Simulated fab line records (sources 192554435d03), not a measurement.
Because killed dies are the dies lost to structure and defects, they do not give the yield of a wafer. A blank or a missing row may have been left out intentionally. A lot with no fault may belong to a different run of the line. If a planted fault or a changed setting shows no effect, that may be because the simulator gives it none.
Chamber matching    flow n5_finfet    N5_SDB_ALD_29 on ald_sin-04: 4 sister chambers
The step deposits SiNx, target thk 30 nm, pulse time 1 s, ald cycles 600. 4 wafers are shown with their chamber, then 8 later ones without.

## EACH WAFER AND ITS CHAMBER
wafer   chamber  heater_power_w (W)
L081.1  1        876
L081.3  0        727
L081.6  3        989
L093.1  2        972

## WAFERS MISSING THEIR CHAMBER
wafer   heater_power_w (W)
L093.3  969
L093.5  873
L095.1  868
L095.2  962
L095.3  988
L095.4  736
L095.5  955
L095.6  722

## CHAMBER TAKEN BY EACH
wafer    from the rows above       in truth
L093.3   2                         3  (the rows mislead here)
L093.5   1                         1
L095.1   1                         1
L095.2   can't be placed: 2 or 3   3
L095.3   can't be placed: 3 or 2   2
L095.4   0                         0
L095.5   2                         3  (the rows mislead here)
L095.6   0                         0
4 of 8 placed correctly. From these rows, 2 cannot be placed; in 2 the true chamber is one of the candidates. Wrongly placed: 2.
How it was worked out, from the rows above alone: a wafer's distance from a chamber is the root of the sum, over the readings, of the square of ((its reading less the chamber's mean) divided by the reading's scatter). The wafer belongs to the nearest chamber; if the next one is less than 2 further off, it can't be placed. The mean given for a chamber averages the wafers shown for that chamber. The scatter: root of mean squared gap, hidden wafer to nearest shown wafer, with one shown wafer a chamber.
